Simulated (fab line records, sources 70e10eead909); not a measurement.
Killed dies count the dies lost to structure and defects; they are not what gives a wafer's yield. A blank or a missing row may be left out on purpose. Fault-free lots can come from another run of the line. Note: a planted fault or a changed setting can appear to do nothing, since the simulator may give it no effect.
Which tool did it? | flow nand-harc | 13 lots with 39 wafers sampled at 6 steps, on a route of 1159 steps

== WHAT EACH GAUGE READ, for each wafer ==
NHARC_P_BONDPAD_THK_MEAS_33: measures by ellipsometry.
lot  | measured     | on            | thk-nm (nm)
L247 | day 6 20:50  | film-metro-02 | 199.0 201.5 198.6
L249 | day 7 01:01  | film-metro-02 | 198.8 200.1 200.8
L251 | day 7 05:41  | film-metro-01 | 200.8 200.0 201.4
L252 | day 7 21:08  | film-metro-01 | 198.6 203.0 198.3
L254 | day 8 11:19  | film-metro-02 | 201.1 199.5 200.2
L255 | day 8 15:29  | film-metro-02 | 202.6 198.3 203.6
L256 | day 8 16:38  | film-metro-01 | 201.4 199.8 200.8
L259 | day 9 10:48  | film-metro-02 | 199.1 198.7 199.1
L260 | day 9 11:05  | film-metro-01 | 199.9 200.5 199.4
L261 | day 10 07:30 | film-metro-02 | 200.3 199.3 200.3
L262 | day 10 11:55 | film-metro-01 | 197.4 200.8 200.1
L269 | day 11 23:40 | film-metro-01 | 201.8 198.9 198.0
L268 | day 12 05:41 | film-metro-02 | 199.3 200.8 201.0

NHARC_A_ONON_D1_THK_MEAS_02: measures by ellipsometry.
lot  | measured     | on            | thk-nm (nm)
L247 | day 8 02:39  | film-metro-02 | 1001 1002 1000
L249 | day 8 06:19  | film-metro-01 | 999 1000 999
L251 | day 8 06:17  | film-metro-01 | 999 1002 1003
L252 | day 9 00:40  | film-metro-02 | 1011 1011 1013
L254 | day 9 15:05  | film-metro-02 | 1007 1006 1007
L255 | day 9 19:33  | film-metro-02 | 1013 1010 1011
L256 | day 9 19:34  | film-metro-01 | 1011 1009 1010
L259 | day 10 14:59 | film-metro-01 | 1005 1007 1007
L260 | day 10 15:03 | film-metro-02 | 1007 1007 1006
L261 | day 11 10:53 | film-metro-02 | 997 997 995
L262 | day 11 14:56 | film-metro-01 | 764 762 1006 762 762 1006
L269 | day 13 03:38 | film-metro-01 | 997 996 997
L268 | day 13 13:35 | film-metro-01 | 982 982 982

NHARC_END_SORT_01.
lot  | measured     | on        | killed-at-array | killed-at-other | killed-at-periphery | killed-dies | killed-open | killed-short
L261 | day 22 14:40 | prober-01 | 35 43 34        | 0 0 0           | 4 2 3               | 39 45 37    | 2 1 4       | 2 3 0
L262 | day 23 06:01 | prober-02 | 674 672 30      | 0 2 2           | 3 3 3               | 677 677 35  | 2 3 3       | 4 2 1
L268 | day 25 19:43 | prober-02 | 35 31 35        | 0 3 1           | 5 6 5               | 40 40 41    | 6 5 4       | 1 1 2

== WHAT TOOL EACH LOT RAN ON (gives the tool, then ch and the chambers of the sampled wafers, and finally the start) ==
lot  | NHARC_P_BONDPAD_ANNEAL_28        | NHARC_A_ZERO_WELL_ETCH_13        | NHARC_A_ONON_D1_DEP_00
L247 | rtp-anneal-01 ch 0, day 6 23:19  | rie-si-04 ch 1,2,3, day 7 01:44  | pecvd-onon-02 ch 0, day 8 02:12
L249 | rtp-anneal-02 ch 0, day 7 03:26  | rie-si-01 ch 0,1,2, day 7 05:52  | pecvd-onon-01 ch 0, day 8 05:48
L251 | rtp-anneal-01 ch 0, day 7 08:13  | rie-si-01 ch 0,2, day 7 10:41    | pecvd-onon-03 ch 0, day 8 05:47
L252 | rtp-anneal-02 ch 0, day 7 23:47  | rie-si-01 ch 0,1,3, day 8 02:20  | pecvd-onon-03 ch 0, day 9 00:12
L254 | rtp-anneal-01 ch 0, day 8 14:17  | rie-si-01 ch 0,1,2, day 8 16:52  | pecvd-onon-02 ch 0, day 9 14:35
L255 | rtp-anneal-02 ch 0, day 8 18:09  | rie-si-02 ch 0,3, day 8 20:31    | pecvd-onon-01 ch 0, day 9 19:10
L256 | rtp-anneal-01 ch 0, day 8 19:12  | rie-si-01 ch 0,1,3, day 8 21:39  | pecvd-onon-02 ch 0, day 9 19:03
L259 | rtp-anneal-01 ch 0, day 9 13:46  | rie-si-04 ch 0,1,3, day 9 16:20  | pecvd-onon-01 ch 0, day 10 14:32
L260 | rtp-anneal-02 ch 0, day 9 13:58  | rie-si-02 ch 0,2, day 9 16:30    | pecvd-onon-03 ch 0, day 10 14:31
L261 | rtp-anneal-02 ch 0, day 10 09:56 | rie-si-01 ch 0,1, day 10 12:25   | pecvd-onon-03 ch 0, day 11 10:29
L262 | rtp-anneal-02 ch 0, day 10 14:25 | rie-si-02 ch 0,1,2, day 10 17:02 | pecvd-onon-02 ch 0, day 11 14:25
L269 | rtp-anneal-01 ch 0, day 12 01:59 | rie-si-02 ch 0,1,3, day 12 04:33 | pecvd-onon-01 ch 0, day 13 03:08
L268 | rtp-anneal-01 ch 0, day 12 08:14 | rie-si-04 ch 0,1,2, day 12 10:45 | pecvd-onon-01 ch 0, day 13 13:08
- NHARC_P_BONDPAD_ANNEAL_28: time 90 s.
- NHARC_A_ZERO_WELL_ETCH_13: etches the open film in HBr/Cl2, target depth 120 nm, time 40.1 s.
- NHARC_A_ONON_D1_DEP_00: target thk 1000 nm.

== WHAT THE TOOLS THEMSELVES READ (means of the sampled wafers that have a number; where no wafer has one, the mark that the record gives instead) ==
NHARC_P_BONDPAD_ANNEAL_28.
lot  | tool          | wafer_temp_C_max
L247 | rtp-anneal-01 | 226.2
L249 | rtp-anneal-02 | 225.6
L251 | rtp-anneal-01 | 226.0
L252 | rtp-anneal-02 | 225.6
L254 | rtp-anneal-01 | 225.7
L255 | rtp-anneal-02 | 225.7
L256 | rtp-anneal-01 | 226.1
L259 | rtp-anneal-01 | 226.0
L260 | rtp-anneal-02 | 225.6
L261 | rtp-anneal-02 | 225.7
L262 | rtp-anneal-02 | 225.7
L269 | rtp-anneal-01 | 226.0
L268 | rtp-anneal-01 | 226.1

NHARC_A_ZERO_WELL_ETCH_13.
lot  | tool      | drypump-motor-current-A (A) | hbr-flow-sccm (sccm) | oes-product-au (a.u.) | throttle-valve-pct (%)
L247 | rie-si-04 | 5.3                         | 149.7                | 0.995                 | 26.400
L249 | rie-si-01 | 6.2                         | 150.1                | 1.001                 | 26.408
L251 | rie-si-01 | 6.0                         | 149.7                | 1.001                 | 26.407
L252 | rie-si-01 | 6.5                         | 150.0                | 1.008                 | 26.408
L254 | rie-si-01 | 6.2                         | 149.9                | 1.011                 | 26.404
L255 | rie-si-02 | 5.4                         | 149.6                | 0.991                 | 26.395
L256 | rie-si-01 | 6.5                         | 149.7                | 0.998                 | 26.404
L259 | rie-si-04 | 5.5                         | 149.5                | 0.991                 | 26.407
L260 | rie-si-02 | 5.5                         | 149.9                | 0.989                 | 26.406
L261 | rie-si-01 | 6.6                         | 149.9                | 1.005                 | 26.401
L262 | rie-si-02 | 5.4                         | 149.7                | 1.001                 | 26.392
L269 | rie-si-02 | 5.4                         | 150.4                | 1.005                 | 26.400
L268 | rie-si-04 | 5.5                         | 149.6                | 1.004                 | 26.405

== THE ANSWER, worked out from the rows above alone ==
Rule: the usual values come from the lots themselves. Put in order of their means at a reading, lots are off if they are a third of the lots or fewer, leave a main group of 4 or more, and stand apart from it by a gap of 3 or more times the standard deviation of the main group's means; of several such gaps the widest counts. A main group whose means are all the same, to the digits that the tables above print for the reading, isn't used. Also off: a lot with no number at a reading for which 4 or more lots have one. Where the step has rows for the other lots, those lots are counted as sound. After the gauges, taken in route order, come the tools' own readings; for these a lot's mean is taken, as printed above. The first step at which some lot is off is used, and at that step the reading that is off furthest; a lot without a number counts as furthest.
Off: L262 (NHARC_A_ONON_D1_THK_MEAS_02, thk-nm). For the main group the mean is 1002 nm and the standard deviation 8.
A tool fits if, at a process step before that reading, it ran every lot that is off, and no sound lot after the first of them. Gauges at NHARC_A_ONON_D1_THK_MEAS_02: tried the same way as those tools. 2 tools fit, rtp-anneal-02 at NHARC_P_BONDPAD_ANNEAL_28 and pecvd-onon-02 at NHARC_A_ONON_D1_DEP_00, so this cannot tell which one it is.

== WHAT THE SIMULATOR HAD INSERTED ==
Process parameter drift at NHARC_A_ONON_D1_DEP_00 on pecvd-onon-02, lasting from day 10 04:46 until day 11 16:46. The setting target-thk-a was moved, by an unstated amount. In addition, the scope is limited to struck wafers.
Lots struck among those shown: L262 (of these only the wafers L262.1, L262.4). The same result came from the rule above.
